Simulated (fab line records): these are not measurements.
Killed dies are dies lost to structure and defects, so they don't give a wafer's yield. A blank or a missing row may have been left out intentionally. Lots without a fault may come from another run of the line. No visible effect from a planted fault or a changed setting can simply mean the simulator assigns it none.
Split-lot study + flow n5 finfet + 21 wafers read across 7 lots, on a route 1938 steps long

## THE SPLIT ITSELF
At N5_BEOL_M14_EXPOSE_07 (exposes mask V13), the setting dose mj was moved away from the recipe's 57 on 5 of the 21 wafers read, by -2.1% to +6.2%. This setting was run at the recipe's value on the other wafers.

## FROM THE SPLIT TO THE READING: what the file shows between them, 11 steps
- N5_BEOL_M14_PEB_08: peb time 90 s
- N5_BEOL_M14_DEVELOP_09: develop time 45 s
- N5_BEOL_M14_HARDBAKE_14: time 120 s
- N5_BEOL_M14_CD_MEAS_10: target cd 250 nm
- N5_BEOL_M14_DESCUM_15: chemistry O2, time 7.9 s
- N5_BEOL_M14_ETCH_59: etches BARC in N2/H2, target depth 89 nm, overetch 26.7 nm, time 67.9 s
- N5_BEOL_M14_VIA_ETCH_16: etches SiO2 in C4F8/O2/Ar, target depth 1231.3 nm
- N5_BEOL_M14_STRIP_63: strips in O2
- N5_BEOL_M14_STRIP_64: strips in O2
- N5_BEOL_M14_STRIP_71: strips in post etch residue remover, time 60 s
- N5_BEOL_M14_SRD_72: time 30 s, dry time 30 s

## THE READING
cd nm (nm) at N5_BEOL_M14_CD_MEAS_17, where the cd target is 250 nm. On this fab line, fault-free wafers typically give 251.1 nm with a standard deviation of 1.6 nm.

| wafer  | tool, chamber at the split | dose mj as run | against the recipe | cd nm, nm | against lot-mates on the recipe |
|--------|----------------------------|----------------|--------------------|-----------|---------------------------------|
| L078.2 | krf scanner-02, 0          | 57             | recipe             | 250.9     | -                               |
| L078.3 | krf scanner-02, 0          | 57             | recipe             | 249.8     | -                               |
| L078.4 | krf scanner-02, 0          | 57             | recipe             | 253.3     | -                               |
| L076.2 | krf scanner-01, 0          | 57             | recipe             | 252.4     | -                               |
| L076.4 | krf scanner-01, 0          | 59.22          | +3.9%              | 258.1     | +5.7                            |
| L076.5 | krf scanner-01, 0          | 59.22          | +3.9%              | 257.3     | +4.9                            |
| L079.4 | krf scanner-01, 0          | 57             | recipe             | 251.1     | -                               |
| L079.5 | krf scanner-01, 0          | 57             | recipe             | 250.7     | -                               |
| L079.6 | krf scanner-01, 0          | 57             | recipe             | 251.8     | -                               |
| L081.1 | krf scanner-02, 0          | 57             | recipe             | 248.3     | -                               |
| L081.2 | krf scanner-02, 0          | 60.53          | +6.2%              | 259.5     | +9.8                            |
| L081.6 | krf scanner-02, 0          | 57             | recipe             | 251.2     | -                               |
| L083.3 | krf scanner-02, 0          | 57             | recipe             | 254.1     | -                               |
| L083.4 | krf scanner-02, 0          | 57             | recipe             | 252.0     | -                               |
| L083.5 | krf scanner-02, 0          | 57             | recipe             | 250.4     | -                               |
| L084.2 | krf scanner-02, 0          | 57             | recipe             | 249.9     | -                               |
| L084.3 | krf scanner-02, 0          | 57             | recipe             | 252.3     | -                               |
| L084.6 | krf scanner-02, 0          | 57             | recipe             | 251.0     | -                               |
| L096.2 | krf scanner-01, 0          | 55.78          | -2.1%              | 247.3     | -6.1                            |
| L096.4 | krf scanner-01, 0          | 57             | recipe             | 253.4     | -                               |
| L096.5 | krf scanner-01, 0          | 55.78          | -2.1%              | 248.7     | -4.7                            |

THE FIT
A straight line over all 21 wafers: cd nm changes by +1.46 nm for each +1% of dose mj; r = +0.90; the points scatter about the line by 1.4 nm.
The same after taking each lot's own level away (the mean of its wafers on the recipe; 21 wafers): +1.64 nm for each +1%; r = +0.93; scatter 1.3 nm.
That fit puts the effect of the largest move of dose mj on the reading at 10 nm.
From 249.75 to 253.40 nm: that is the span of the lots' own levels, equal to 2.3 times the standard deviation above.
So the lot-to-lot level changes the slope: the two fits differ.
Check: +9.96 nm against its lot-mates is what the line predicts for one of the wafers moved furthest among these (+6.2%) when that wafer is left out of the fit. Against them it came out at +9.75 nm.

## THE WHOLE CHAIN: every reading that the file lists as answering this split, in the file's order
| step                   | what it does     | reading | change (the file's fit)              | r (the file's) |
|------------------------|------------------|---------|--------------------------------------|----------------|
| N5_BEOL_M14_CD_MEAS_10 | target cd 250 nm | cd nm   | +1.59 nm for each +1% of the setting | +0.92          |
| N5_BEOL_M14_CD_MEAS_17 | target cd 250 nm | cd nm   | +1.59 nm for each +1% of the setting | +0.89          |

## THE FILE'S OWN FIT
cd nm changes by +1.59 nm for each +1% of dose mj, r = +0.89.
